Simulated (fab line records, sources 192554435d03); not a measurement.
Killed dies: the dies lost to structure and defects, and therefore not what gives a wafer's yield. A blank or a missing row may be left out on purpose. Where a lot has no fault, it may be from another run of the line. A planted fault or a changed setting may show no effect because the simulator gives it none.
fab line records	flow n5Finfet
record: lots: 9	wafers: 26	lastDay: 19
route steps=1938 shown BEOL_M0@720 BEOL_M4@1111 PASSIVATION@1936
lots that met no fault: from a run of the same line without faults
startH: hours from the record's first day to the start of the lot's first wafer shown	waitH: how many hours have passed since the lot's step before this one	" repeats the value in the row above	L1.1+2: several wafers, shown together as one row	- no value present, or no start provided	* or withheld: withheld	< > ~ a bound
route shown NAME@n: NAME is a module with steps in the file, n the number in the route of the first one	usual: mean/standard deviation taken from wafers without a fault	same: alike in all rows	chamber/n: place in a boat	sites: readings site by site	_std_site: the values' standard deviation	_edge_site: inner sites' mean taken away from outer sites' mean	radiusMm: for every site, how far away it sits from the centre of the wafer	mask NAME#n: copy n	behind: the most recent tool/chamber to have shaped the wafer	hold: the reason the lot was held/the length of the hold in hours/how it ended	device: whichever transistor did not switch (one of n, p or np)	end of line: tests of these same wafers at the route's end	step lacking rows: just its recipe	killed: dies lost to structure and defects at the first sort, not the wafer's yield	map: per-die view of a wafer (x killed, . not killed, _ where there is no die)
set.NAME: the setting that was run; set.NAME@STEP: the one run at that earlier step	model.NAME: the simulator's own value behind a step, which no gauge read
a sample of lots followed through the steps of the route, with each step as a table and each wafer as a row
services: from which hour (startH, from the record's first day; less than 0 if before it) a tool's chamber was out of use, for how many hours, and why
== steps ==
step: N5_BEOL_M0_ETCH_128
recipe: chemistry: CF4/N2	targetDepthA: 120	overetchA: 51	target: SiCN	timeS: 21.4	ionEnergyEv: 150	pressureMtorr: 40	sourceW: 430	biasW: 70	Ar_flow_sccm: 100	cf4FlowSccm: 60	n2FlowSccm: 60
usual: drypumpMotorCurrentA: 5.6/0.45	oesProductAu: 0.56/0.064	rfVppV: 382.4/2.1	showerheadPlenumPTorr: 2.21/0.079	throttleValvePct: 15.39/0.23
lot.wafer	tool	chamber	startH	waitH	drypumpMotorCurrentA	oesProductAu	rfHoursCounterH	rfVppV	showerheadPlenumPTorr	throttleValvePct
L325.1	rieDiel-01	1	146.90	0.6	5.2	0.47	247	384.0	2.27	15.64
L325.4	"	3	"	"	4.9	0.65	18	384.0	2.25	15.14
L325.6	"	3	"	"	4.9	0.63	-	383.8	2.25	15.13
L327.1	rieDiel-01	3	160.44	0.0	4.9	0.63	22	383.2	2.25	15.14
L327.3	"	0	"	"	5.4	0.64	6	380.1	2.17	15.25
L327.6	"	0	"	"	5.4	0.64	-	380.6	2.17	15.25
L330.1	rieDiel-01	2	178.44	0.0	6.0	0.47	240	378.9	2.09	15.64
L330.5	"	1	"	"	5.2	0.67	-	384.3	2.27	15.20
L330.6	"	2	"	"	5.9	0.48	-	379.5	2.09	15.65
L333.1	rieDiel-04	1	197.20	0.0	6.5	0.59	58	381.6	2.16	15.65
L333.5	"	1	"	"	6.5	0.58	-	380.7	2.16	15.63
L333.6	"	3	"	"	5.9	0.63	-	387.9	2.34	15.36
L336.4	rieDiel-04	0	229.34	0.0	5.1	0.66	3	381.3	2.17	15.32
L336.5	"	0	"	"	5.1	0.66	-	382.0	2.17	15.32
L336.6	"	1	"	"	6.5	0.58	-	380.2	2.16	15.66
L337.2	rieDiel-01	2	229.42	0.0	5.9	0.69	1	386.2	2.35	15.24
L337.4	"	1	"	"	5.2	0.62	20	383.4	2.26	15.22
L338.4	rieDiel-04	2	234.40	0.0	5.4	0.56	111	383.1	2.22	15.14
L338.5	"	3	"	"	5.8	0.62	-	384.8	2.34	15.36
L338.6	"	0	"	"	5.1	0.66	-	381.9	2.17	15.32
L342.1	rieDiel-03	3	250.71	0.1	5.5	0.52	111	385.4	2.31	15.31
L342.5	"	0	"	"	5.3	0.52	-	380.0	2.12	15.49
L342.6	"	3	"	"	5.4	0.53	-	386.0	2.31	15.30
L343.1	rieDiel-03	3	258.55	0.4	5.5	0.52	114	384.1	2.31	15.32
L343.3	"	0	"	"	5.4	0.51	156	381.7	2.12	15.48
L343.5	"	3	"	"	5.4	0.53	-	383.6	2.31	15.32
step: N5_BEOL_M0_ETCH_109
recipe: chemistry: CH3F/O2	targetDepthA: 80	overetchA: 24	target: SiCN	timeS: 27.4	ionEnergyEv: 120	pressureMtorr: 30	sourceW: 395	biasW: 75	Ar_flow_sccm: 150	CH3F_flow_sccm: 30	O2_flow_sccm: 20
usual: drypumpMotorCurrentA: 5.5/0.41	oesProductAu: 0.72/0.073	rfVppV: 297.4/1.6	showerheadPlenumPTorr: 2.01/0.072	throttleValvePct: 16.25/0.21
lot.wafer	tool	chamber	startH	waitH	drypumpMotorCurrentA	oesProductAu	rfHoursCounterH	rfVppV	showerheadPlenumPTorr	throttleValvePct
L325.1	rieDiel-03	0	147.16	0.0	5.4	0.68	125	295.9	1.93	16.31
L325.4	"	3	"	"	5.5	0.70	-	298.9	2.10	16.08
L325.6	"	2	"	"	5.6	0.67	-	297.1	1.93	16.41
L327.1	rieDiel-01	0	160.70	0.0	5.5	0.80	6	296.8	1.98	16.18
L327.3	"	2	"	"	6.0	0.59	232	294.5	1.90	16.52
L327.6	"	2	"	"	5.9	0.59	-	296.0	1.89	16.53
L330.1	rieDiel-01	0	178.69	0.0	5.5	0.77	14	296.2	1.97	16.20
L330.5	"	1	"	"	5.2	0.84	-	299.1	2.05	16.03
L330.6	"	2	"	"	5.9	0.61	-	295.4	1.89	16.54
L333.1	rieDiel-01	2	197.49	0.1	5.9	0.58	247	295.3	1.89	16.55
L333.5	"	3	"	"	5.0	0.75	-	297.6	2.04	16.05
L333.6	"	2	"	"	5.9	0.58	-	295.4	1.89	16.55
L336.4	rieDiel-01	0	229.61	0.0	5.5	0.75	33	296.2	1.97	16.23
L336.5	"	2	"	"	5.9	0.85	-	300.6	2.14	16.18
L336.6	"	3	"	"	5.0	0.76	-	297.4	2.03	16.09
L337.2	rieDiel-03	0	229.73	0.0	5.4	0.64	146	296.6	1.92	16.35
L337.4	"	2	"	"	5.6	0.63	138	297.3	1.92	16.46
L338.4	rieDiel-01	1	234.71	0.0	5.2	0.77	22	298.3	2.04	16.07
L338.5	"	1	"	"	5.2	0.76	-	298.7	2.04	16.09
L338.6	"	0	"	"	5.5	0.74	-	297.7	1.97	16.24
L342.1	rieDiel-01	1	250.97	0.0	5.2	0.74	27	299.3	2.04	16.09
L342.5	"	3	"	"	4.9	0.74	-	297.8	2.03	16.10
L342.6	"	0	"	"	5.5	0.74	-	296.9	1.96	16.27
L343.1	rieDiel-04	0	259.62	0.8	5.1	0.76	13	295.0	1.97	16.27
L343.3	"	1	"	"	6.5	0.71	76	297.1	1.95	16.57
L343.5	"	2	"	"	5.4	0.68	-	297.6	2.01	16.07
step: N5_BEOL_M0_SURFACE_TREAT_137
recipe: gas: Ar	timeS: *	ionEnergyEv: *	ionCurrentMaCm2: 0.5	pressureMtorr: *	arFlowSccm: 30
usual: throttleValvePct: *
lot.wafer	tool	chamber	startH	waitH	throttleValvePct
L325.1	pvdSputter-01	-	147.96	0.4	*
L325.4	"	-	"	"	*
L325.6	"	-	"	"	*
L327.1	pvdSputter-02	-	161.59	0.2	*
L327.3	"	-	"	"	*
L327.6	"	-	"	"	*
L330.1	pvdSputter-01	-	180.52	0.2	*
L330.5	"	-	"	"	*
L330.6	"	-	"	"	*
L333.1	pvdSputter-01	-	198.32	0.2	*
L333.5	"	-	"	"	*
L333.6	"	-	"	"	*
L336.4	pvdSputter-01	-	231.80	0.2	*
L336.5	"	-	"	"	*
L336.6	"	-	"	"	*
L337.2	pvdSputter-01	-	231.84	0.2	*
L337.4	"	-	"	"	*
L338.4	pvdSputter-02	-	236.30	0.2	*
L338.5	"	-	"	"	*
L338.6	"	-	"	"	*
L342.1	pvdSputter-03	-	251.52	0.1	*
L342.5	"	-	"	"	*
L342.6	"	-	"	"	*
L343.1	pvdSputter-01	-	261.06	0.4	*
L343.3	"	-	"	"	*
L343.5	"	-	"	"	*
step: N5_BEOL_M0_CMP_120
recipe: stopOn: SiOC	tOverpolishS: 6.9	downForcePsi: 1	platenRpm: 50	clearingPlatenDownForcePsi: 1.5	clearingPlatenRpm: 50	postCmpClean: cuAlkaline	clearingPlatenPadVelocityMS: 0.99484	padVelocityMS: 0.99484
usual: barrierFieldEndpointS: 3.64/0.14	motorCurrentA: 5.8/0.37	overpolishRunS: 6.901/0.011	timeToEndpointS: 64/3.5
lot.wafer	tool	chamber	startH	waitH	barrierFieldEndpointS	motorCurrentA	overpolishRunS	timeToEndpointS
L325.4	cmp-03	0	149.42	0.1	3.50	5.2	6.890	60
L325.1	"	3	"	"	3.75	5.3	6.900	65
L325.6	"	0	"	"	3.60	5.8	6.887	64
L327.1	cmp-04	1	163.49	0.3	3.73	5.7	6.902	61
L327.3	"	0	"	"	3.63	5.7	6.921	62
L327.6	"	1	"	"	3.77	5.5	6.896	63
L330.1	cmp-04	0	182.04	0.4	3.67	6.0	6.894	60
L330.5	"	1	"	"	3.76	5.6	6.903	63
L330.6	"	2	"	"	7.36	5.2	6.903	80
L333.1	cmp-03	2	200.47	0.3	3.74	6.0	6.897	67
L333.5	"	0	"	"	3.95	5.7	6.892	67
L333.6	"	1	"	"	3.56	6.2	6.907	61
L336.4	cmp-03	2	233.03	0.2	3.63	5.7	6.896	65
L336.5	"	1	"	"	3.50	6.2	6.884	61
L336.6	"	2	"	"	3.70	5.7	6.914	64
L337.4	cmp-02	0	233.61	0.2	3.57	6.0	6.891	64
L337.2	"	1	"	"	3.52	6.0	6.885	63
L338.4	cmp-03	0	237.94	0.1	3.59	5.6	6.900	65
L338.6	"	0	"	"	3.58	5.8	6.897	64
L338.5	"	1	"	"	3.69	6.0	6.905	60
L342.1	cmp-04	1	254.30	0.3	3.59	5.6	6.918	62
L342.5	"	1	"	"	3.63	6.0	6.889	62
L342.6	"	2	"	"	3.46	5.2	6.919	62
L343.3	cmp-03	1	262.17	0.2	3.69	6.0	6.916	63
L343.1	"	2	"	"	3.71	5.9	6.893	66
L343.5	"	3	"	"	3.86	5.6	6.891	72
step: N5_BEOL_M0_INSPECT_127
recipe: inspectInstrument: darkfield	mode: postDep
usual: rawDefectCount: 70/24
lot.wafer	tool	chamber	startH	waitH	rawDefectCount
L325.1	defectInspect-02	-	150.03	0.0	73
L325.4	"	-	"	"	63
L325.6	"	-	"	"	64
L327.1	defectInspect-01	-	164.07	0.0	59
L327.3	"	-	"	"	59
L327.6	"	-	"	"	65
L330.1	defectInspect-02	-	182.64	0.0	60
L330.5	"	-	"	"	75
L330.6	"	-	"	"	3550
L333.1	defectInspect-02	-	200.97	0.0	66
L333.5	"	-	"	"	57
L333.6	"	-	"	"	73
L336.4	defectInspect-02	-	233.57	0.0	44
L336.5	"	-	"	"	51
L336.6	"	-	"	"	52
L337.2	defectInspect-02	-	234.11	0.0	59
L337.4	"	-	"	"	51
L338.4	defectInspect-02	-	238.53	0.0	65
L338.5	"	-	"	"	115
L338.6	"	-	"	"	71
L342.1	defectInspect-01	-	254.88	0.0	70
L342.5	"	-	"	"	76
L342.6	"	-	"	"	91
L343.1	defectInspect-01	-	262.68	0.0	71
L343.3	"	-	"	"	31
L343.5	"	-	"	"	69
step: N5_BEOL_M4_RC_MEAS_101
usual: DIBL_N: 36.5/1.9	DIBL_P: 36.4/2.2	IOFF_N: 0.17/0.034	IOFF_P: 0.21/0.036	ION_N: 678/12	ION_P: 462/7.1	SS_N: 71.7/0.61	SS_P: 73.4/0.71	VT_N: 249/3.5	VT_P: -251/3
lot.wafer	tool	chamber	startH	waitH	DIBL_N[mV/V]	DIBL_P[mV/V]	IOFF_N[nA/um]	IOFF_P[nA/um]	ION_N[uA/um]	ION_P[uA/um]	SS_N[mV/dec]	SS_P[mV/dec]	VT_N[mV]	VT_P[mV]
L325.1	prober-02	0	209.41	0.0	38.1	38.5	0.20	0.25	687	464	71.9	73.6	246	-249
L325.4	"	0	"	"	35.4	33.8	0.14	0.18	670	456	71.4	72.7	251	-252
L325.6	"	0	"	"	39.0	39.9	0.22	0.28	688	473	72.3	74.6	245	-248
L327.1	prober-02	0	238.07	0.0	34.9	34.9	0.15	0.20	681	470	71.3	73.2	247	-250
L327.3	"	0	"	"	35.3	33.9	0.15	0.19	666	458	71.8	72.7	249	-248
L327.6	"	0	"	"	34.3	33.7	0.14	0.19	667	469	71.0	72.7	250	-253
L330.1	prober-02	0	254.45	0.0	34.8	36.8	0.14	0.22	680	472	71.0	72.4	249	-247
L330.5	"	0	"	"	35.9	37.5	0.16	0.22	672	464	72.0	72.7	249	-249
L333.1	prober-01	0	289.49	0.0	37.5	36.2	0.16	0.18	668	446	72.7	73.4	253	-259
L333.5	"	0	"	"	38.6	39.0	0.19	0.22	682	451	71.7	73.4	247	-252
L333.6	"	0	"	"	37.2	37.2	0.16	0.19	672	452	72.5	73.2	254	-253
L336.4	prober-02	0	298.76	0.5	36.8	35.1	0.16	0.19	683	464	71.6	73.5	249	-251
L336.5	"	0	"	"	39.3	38.0	0.19	0.25	680	468	72.0	74.0	248	-248
L336.6	"	0	"	"	36.1	33.2	0.14	0.16	671	451	71.9	73.2	252	-255
L337.2	prober-01	0	299.99	0.2	36.4	37.1	0.16	0.21	674	459	71.1	73.2	250	-251
L337.4	"	0	"	"	36.3	36.7	0.17	0.21	700	474	71.9	73.1	247	-251
L338.4	prober-01	0	307.56	0.5	33.3	34.4	0.14	0.16	686	462	72.0	72.5	250	-254
L338.5	"	0	"	"	33.8	34.5	0.12	0.16	662	455	71.7	73.3	254	-253
L338.6	"	0	"	"	35.5	36.3	0.16	0.19	674	456	71.9	73.9	250	-253
L342.1	prober-01	0	333.86	0.0	33.3	33.5	0.13	0.15	663	460	71.1	72.2	250	-253
L342.5	"	0	"	"	37.5	38.2	0.19	0.21	677	459	72.0	73.9	248	-250
L342.6	"	0	"	"	36.8	36.7	0.18	0.20	680	460	71.3	73.4	244	-252
L343.1	prober-01	0	347.71	0.0	36.4	35.3	0.16	0.21	669	459	71.8	73.7	250	-250
L343.3	"	0	"	"	34.1	32.6	0.13	0.17	673	464	71.4	72.4	253	-253
L343.5	"	0	"	"	34.1	32.6	0.13	0.18	676	466	71.1	73.0	251	-252
step: N5_PASSIVATION_PROBE_49
usual: defectLimitedYield: 91.0/1.5	killed_at_M0_to_M3: 35/11	killed_at_M4_up: 13/5	killedAtContacts: 12/5.9	killedAtFrontEnd: 42/13	killedAtOther: 3/3.2	killedDies: 106/18	killedOnRim: 14/4.2	killedOpen: 69/13	killedShort: 35/8.9	sort_bin_5_function: 5.2/0.95	sort_bin_6_memory: 3.3/0.71	sortNPass: 1074/18	sortYieldPct: 91.0/1.5
same: grossDies: 1180	killedAtBackSide: 0	sort_bin_4_leakage[%]: 0	sort_bin_8_speed[%]: 0
lot.wafer	tool	chamber	startH	waitH	defectLimitedYield[%]	killed_at_M0_to_M3	killed_at_M4_up	killedAtContacts	killedAtFrontEnd	killedAtOther	killedDies	killedOnRim	killedOpen	killedShort	sort_bin_5_function[%]	sort_bin_6_memory[%]	sortNPass	sortYieldPct[%]
L325.1	prober-02	-	339.87	0.0	93.3	15	11	7	42	4	79	13	55	22	4.3	2.3	1101	93.3
L325.4	prober-02	-	340.02	0.2	92.5	17	13	5	53	0	88	20	62	26	3.8	3.3	1092	92.5
L325.6	prober-02	-	340.12	0.3	91.1	24	15	12	53	1	105	12	68	35	5.8	3.1	1075	91.1
L327.1	prober-01	-	344.90	0.0	92.9	15	17	19	27	6	84	15	60	22	3.8	2.9	1096	92.9
L327.3	prober-01	-	345.00	0.1	91.6	18	12	26	43	0	99	14	72	27	5.3	2.9	1081	91.6
L327.6	prober-01	-	345.15	0.3	92.4	30	13	7	38	2	90	12	59	29	4.9	2.4	1090	92.4
L330.1	prober-01	-	366.84	0.0	92.1	31	21	6	28	7	93	15	52	37	4.4	3.0	1087	92.1
L330.5	prober-01	-	367.04	0.2	92.2	26	21	5	39	1	92	11	59	30	4.5	3.1	1088	92.2
L330.6	prober-01	-	367.09	0.3	0	1119	16	3	38	4	1180	152	66	22	4.3	2.7	0	0
L333.1	prober-01	-	409.01	0.0	91.0	36	9	18	39	4	106	15	73	32	5.0	3.8	1074	91.0
L333.5	prober-01	-	409.21	0.2	89.5	26	11	14	71	2	124	11	91	30	6.1	4.2	1056	89.5
L333.6	prober-01	-	409.26	0.3	92.5	27	10	4	47	1	89	13	62	24	4.0	2.9	1091	92.5
L337.2	prober-02	-	414.14	0.1	91.0	49	9	5	41	2	106	13	62	42	6.3	2.5	1074	91.0
L337.4	prober-02	-	414.24	0.2	90.5	53	16	9	33	1	112	19	82	30	5.4	4.0	1068	90.5
L336.4	prober-02	-	420.57	0.2	91.1	42	6	17	38	2	105	6	68	37	6.0	2.7	1075	91.1
L336.5	prober-02	-	420.62	0.2	91.3	52	9	11	30	1	103	23	71	32	5.3	3.1	1077	91.3
L336.6	prober-02	-	420.67	0.3	89.8	46	12	16	46	0	120	29	77	37	6.6	2.8	1060	89.8
L338.4	prober-01	-	425.43	0.2	93.6	25	11	13	23	3	75	12	47	26	3.9	2.3	1105	93.6
L338.5	prober-01	-	425.48	0.2	91.0	49	13	7	32	5	106	12	71	34	6.3	2.6	1074	91.0
L338.6	prober-01	-	425.53	0.3	92.8	32	6	12	35	0	85	8	56	26	4.9	2.0	1095	92.8
L342.1	prober-02	-	444.91	0.0	88.8	70	8	13	36	5	132	20	81	47	6.1	4.2	1048	88.8
L342.5	prober-02	-	445.11	0.2	92.4	38	17	8	22	5	90	14	62	28	5.0	2.3	1090	92.4
L342.6	prober-02	-	445.16	0.3	92.2	37	12	10	32	1	92	8	64	24	4.8	2.5	1088	92.2
L343.1	prober-02	-	465.08	0.0	92.5	29	14	13	32	0	88	12	60	27	4.3	3.1	1092	92.5
L343.3	prober-02	-	465.18	0.1	93.3	30	12	17	20	0	79	8	51	25	4.7	1.6	1101	93.3
L343.5	prober-02	-	465.28	0.2	92.4	26	11	12	37	4	90	13	53	33	4.5	2.6	1090	92.4
killed by level:class
L325.1 STI_FIN_REVEAL:geometricParticle:open=10 FIN_SAQP:geometricParticle:open=9 FIN_SAQP:geometricParticle:short=8 GATE_CUT:geometricParticle:open=7 MOL_CONTACT_COAG:geometricParticle:open=5 BEOL_M3:geometricParticle:open=5 BEOL_M0_SAQP:geometricParticle:short=4 DUMMY_GATE:geometricParticle:open=3
L325.4 FIN_SAQP:geometricParticle:short=11 FIN_SAQP:geometricParticle:open=10 STI_FIN_REVEAL:geometricParticle:open=9 BEOL_M0_SAQP:geometricParticle:open=7 GATE_CUT:geometricParticle:short=5 MOL_CONTACT_COAG:geometricParticle:open=5 BEOL_M4:geometricParticle:open=5 BEOL_M2:geometricParticle:open=4
L325.6 STI_FIN_REVEAL:geometricParticle:open=14 FIN_SAQP:geometricParticle:open=12 MOL_CONTACT_COAG:geometricParticle:open=10 BEOL_M4:geometricParticle:open=8 BEOL_M0_SAQP:geometricParticle:short=7 GATE_CUT:geometricParticle:short=7 STI_FIN_REVEAL:geometricParticle:short=5 FIN_SAQP:geometricParticle:short=4
L327.1 MOL_CONTACT_COAG:geometricParticle:open=18 BEOL_M4:geometricParticle:open=9 FIN_SAQP:geometricParticle:open=5 STI_FIN_REVEAL:geometricParticle:open=5 GATE_CUT:geometricParticle:open=5 BEOL_M0_SAQP:geometricParticle:open=5 GATE_CUT:geometricParticle:short=4 BEOL_M4:geometricParticle:short=4
L327.3 MOL_CONTACT_COAG:geometricParticle:open=20 FIN_SAQP:geometricParticle:short=11 STI_FIN_REVEAL:geometricParticle:open=10 BEOL_M5:geometricParticle:open=7 MOL_CONTACT_COAG:geometricParticle:short=6 GATE_CUT:geometricParticle:short=6 BEOL_M1:geometricParticle:open=6 BEOL_M2:geometricParticle:open=6
L327.6 BEOL_M2:geometricParticle:open=10 FIN_SAQP:geometricParticle:short=7 STI_FIN_REVEAL:geometricParticle:open=7 GATE_CUT:geometricParticle:short=7 MOL_CONTACT_COAG:geometricParticle:open=7 FIN_SAQP:geometricParticle:open=5 BEOL_M6:geometricParticle:open=5 DUMMY_GATE:geometricParticle:open=4
L330.1 BEOL_M0_SAQP:geometricParticle:short=12 BEOL_M4:geometricParticle:open=10 BEOL_M0_SAQP:geometricParticle:open=6 FIN_SAQP:geometricParticle:open=4 STI_FIN_REVEAL:geometricParticle:open=4 GATE_CUT:geometricParticle:short=4 MOL_CONTACT_COAG:geometricParticle:open=4 BEOL_M2:geometricParticle:open=4
L330.5 BEOL_M3:geometricParticle:open=11 FIN_SAQP:geometricParticle:open=8 BEOL_M2:geometricParticle:open=8 BEOL_M4:geometricParticle:open=8 GATE_CUT:geometricParticle:short=6 MOL_CONTACT_COAG:geometricParticle:open=5 FIN_SAQP:geometricParticle:short=4 STARTING-WAFER:geometricParticle:open=4
L330.6 BEOL_M0:areaCmp=1092 DUMMY_GATE:geometricParticle:open=9 BEOL_M3:geometricParticle:open=9 STI_FIN_REVEAL:geometricParticle:open=8 BEOL_M4:geometricParticle:open=8 BEOL_M1:geometricParticle:open=4 GATE_CUT:geometricParticle:short=4 FIN_SAQP:geometricParticle:short=3
L333.1 MOL_CONTACT_COAG:geometricParticle:open=12 FIN_SAQP:geometricParticle:open=11 BEOL_M0_SAQP:geometricParticle:short=10 DUMMY_GATE:geometricParticle:open=9 FIN_SAQP:geometricParticle:short=6 BEOL_M0_SAQP:geometricParticle:open=6 BEOL_M1:geometricParticle:open=6 BEOL_M2:geometricParticle:open=6
L333.5 FIN_SAQP:geometricParticle:open=26 MOL_CONTACT_COAG:geometricParticle:open=13 FIN_SAQP:geometricParticle:short=9 STI_FIN_REVEAL:geometricParticle:open=9 DUMMY_GATE:geometricParticle:open=8 BEOL_M0_SAQP:geometricParticle:open=8 GATE_CUT:geometricParticle:short=5 BEOL_M3:geometricParticle:open=5
L333.6 FIN_SAQP:geometricParticle:open=12 DUMMY_GATE:geometricParticle:open=8 BEOL_M2:geometricParticle:open=8 BEOL_M4:geometricParticle:open=5 BEOL_M0_SAQP:geometricParticle:short=5 STARTING-WAFER:geometricParticle:short=4 MOL_CONTACT_COAG:geometricParticle:open=4 FIN_SAQP:geometricParticle:short=4
L337.2 FIN_SAQP:geometricParticle:open=13 BEOL_M0_SAQP:geometricParticle:short=10 FIN_SAQP:geometricParticle:short=7 BEOL_M0_SAQP:geometricParticle:open=7 BEOL_M3:geometricParticle:short=7 BEOL_M3:geometricParticle:open=6 BEOL_M1:geometricParticle:open=5 BEOL_M2:geometricParticle:open=5
L337.4 BEOL_M1:geometricParticle:open=12 BEOL_M0_SAQP:geometricParticle:open=12 BEOL_M3:geometricParticle:open=12 FIN_SAQP:geometricParticle:open=9 STI_FIN_REVEAL:geometricParticle:open=7 MOL_CONTACT_COAG:geometricParticle:open=7 BEOL_M4:geometricParticle:open=7 BEOL_M1:geometricParticle:short=6
L336.4 MOL_CONTACT_COAG:geometricParticle:open=14 FIN_SAQP:geometricParticle:open=13 BEOL_M0_SAQP:geometricParticle:open=11 BEOL_M1:geometricParticle:open=10 FIN_SAQP:geometricParticle:short=8 BEOL_M0_SAQP:geometricParticle:short=7 DUMMY_GATE:geometricParticle:open=6 BEOL_M1:geometricParticle:short=5
L336.5 BEOL_M0_SAQP:geometricParticle:open=18 BEOL_M0_SAQP:geometricParticle:short=11 BEOL_M3:geometricParticle:open=10 MOL_CONTACT_COAG:geometricParticle:open=9 FIN_SAQP:geometricParticle:open=8 FIN_SAQP:geometricParticle:short=4 STI_FIN_REVEAL:geometricParticle:open=4 BEOL_M1:geometricParticle:short=4
L336.6 FIN_SAQP:geometricParticle:open=17 FIN_SAQP:geometricParticle:short=13 MOL_CONTACT_COAG:geometricParticle:open=12 BEOL_M3:geometricParticle:open=12 BEOL_M0_SAQP:geometricParticle:short=7 BEOL_M0_SAQP:geometricParticle:open=6 BEOL_M1:geometricParticle:open=6 BEOL_M2:geometricParticle:open=5
L338.4 MOL_CONTACT_COAG:geometricParticle:open=10 BEOL_M4:geometricParticle:open=7 BEOL_M0_SAQP:geometricParticle:open=6 BEOL_M3:geometricParticle:open=5 BEOL_M1:geometricParticle:open=4 FIN_SAQP:geometricParticle:short=3 DUMMY_GATE:geometricParticle:open=3 SPACER0:geometricParticle:short=3
L338.5 BEOL_M3:geometricParticle:open=15 BEOL_M2:geometricParticle:open=13 FIN_SAQP:geometricParticle:short=6 FIN_SAQP:geometricParticle:open=6 GATE_CUT:geometricParticle:open=5 MOL_CONTACT_COAG:geometricParticle:open=5 BEOL_M0_SAQP:geometricParticle:short=5 ILD0:geometricParticle:short=4
L338.6 BEOL_M2:geometricParticle:open=9 FIN_SAQP:geometricParticle:short=7 MOL_CONTACT_COAG:geometricParticle:open=7 BEOL_M0_SAQP:geometricParticle:open=7 FIN_SAQP:geometricParticle:open=5 BEOL_M3:geometricParticle:open=5 STARTING-WAFER:geometricParticle:open=4 GATE_CUT:geometricParticle:open=3
L342.1 BEOL_M0_SAQP:geometricParticle:open=20 BEOL_M0_SAQP:geometricParticle:short=13 MOL_CONTACT_COAG:geometricParticle:open=11 BEOL_M2:geometricParticle:open=11 STI_FIN_REVEAL:geometricParticle:open=10 BEOL_M1:geometricParticle:open=10 BEOL_M1:geometricParticle:short=6 FIN_SAQP:geometricParticle:short=5
L342.5 BEOL_M1:geometricParticle:open=10 BEOL_M0_SAQP:geometricParticle:short=9 BEOL_M0_SAQP:geometricParticle:open=8 BEOL_M3:geometricParticle:open=8 MOL_CONTACT_COAG:geometricParticle:open=6 BEOL_M4:geometricParticle:open=6 FIN_SAQP:geometricParticle:open=5 FIN_SAQP:geometricParticle:short=4
L342.6 BEOL_M0_SAQP:geometricParticle:open=13 MOL_CONTACT_COAG:geometricParticle:open=9 FIN_SAQP:geometricParticle:short=7 BEOL_M3:geometricParticle:open=7 STI_FIN_REVEAL:geometricParticle:open=6 BEOL_M0_SAQP:geometricParticle:short=6 STI_FIN_REVEAL:geometricParticle:short=5 BEOL_M1:geometricParticle:open=5
L343.1 MOL_CONTACT_COAG:geometricParticle:open=12 BEOL_M0_SAQP:geometricParticle:open=10 BEOL_M0_SAQP:geometricParticle:short=7 BEOL_M2:geometricParticle:open=6 FIN_SAQP:geometricParticle:open=5 FIN_SAQP:geometricParticle:short=5 STI_FIN_REVEAL:geometricParticle:open=5 GATE_CUT:geometricParticle:short=5
L343.3 MOL_CONTACT_COAG:geometricParticle:open=13 BEOL_M2:geometricParticle:open=6 BEOL_M2:geometricParticle:short=6 FIN_SAQP:geometricParticle:short=5 MOL_CONTACT_COAG:geometricParticle:short=4 BEOL_M0_SAQP:geometricParticle:short=4 BEOL_M4:geometricParticle:open=4 FIN_SAQP:geometricParticle:open=3
L343.5 MOL_CONTACT_COAG:geometricParticle:open=11 FIN_SAQP:geometricParticle:short=10 FIN_SAQP:geometricParticle:open=6 BEOL_M0:geometricParticle:short=5 BEOL_M2:geometricParticle:open=5 BEOL_M3:geometricParticle:open=5 ILD0:geometricParticle:short=3 BEOL_M0_SAQP:geometricParticle:open=3
== services ==
tool	chamber	startH	hours	kind
pvdSputter-01	-	123.44	20.3	repair
cmp-02	-	123.52	8.0	pm
pvdSputter-02	-	125.09	1.1	repair
cmp-04	-	125.60	2.8	repair
rieDiel-01	0	128.11	-	clean
rieDiel-01	0	128.11	-	consumableReplace:focusRing
rieDiel-03	1	141.39	6.8	repair
cmp-02	-	148.85	15.6	pm
rieDiel-03	0	149.41	9.5	repair
rieDiel-01	1	153.53	-	clean
rieDiel-01	1	153.53	-	consumableReplace:focusRing
rieDiel-01	1	153.53	22.3	scheduledDown
cmp-03	-	153.70	4.0	pm
pvdSputter-03	-	157.03	5.4	repair
rieDiel-04	2	165.85	1.5	repair
cmp-04	-	168.18	4.9	pm
rieDiel-04	0	170.71	17.3	repair
rieDiel-01	3	183.63	4.1	repair
cmp-02	-	204.19	4.0	pm
cmp-02	-	217.95	6.6	repair
pvdSputter-02	-	229.10	4.9	repair
rieDiel-01	-	238.21	2.8	pm
rieDiel-01	2	246.55	8.5	repair
cmp-04	-	250.04	4.0	pm
== key ==
firstSign: step: N5_BEOL_M0_CMP_120	reading: barrierFieldEndpointS	direction: up	sigmas: 26	usual: 3.64	struck: 7.36
effect: step: N5_BEOL_M0_CMP_120	reading: timeToEndpointS	direction: up	sigmas: 4.5	usual: *	struck: *
effect: step: N5_BEOL_M0_INSPECT_127	reading: rawDefectCount	direction: up	sigmas: 99+	usual: 70	struck: 3550
effect: step: N5_PASSIVATION_PROBE_49	reading: killed_at_M0_to_M3	direction: up	sigmas: 99+	usual: 35	struck: 1119
moreKillsBornAt: N5_BEOL_M0_CMP_120@cmp-04: 1092
metAt N5_BEOL_M0_CMP_120
struckLots L330
struckWafers L330.6
laterRowsLeftOut L330.6
notActingAt N5_BEOL_M0_ETCH_128,N5_BEOL_M0_ETCH_109,N5_BEOL_M0_SURFACE_TREAT_137
onsetBetween 163.49 182.04
fault: kind: processParameterDrift	tool: cmp-04	chamber: -	onsetH: 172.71	steps: N5_BEOL_M0_CMP_120	channel: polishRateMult	offset: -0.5	shape: step	endH: 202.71	scope: struckWafersOnly
laterRowsLeftOut: the simulator's readings of these wafers behind a module that went badly wrong aren't trusted and aren't shown, but for the sort
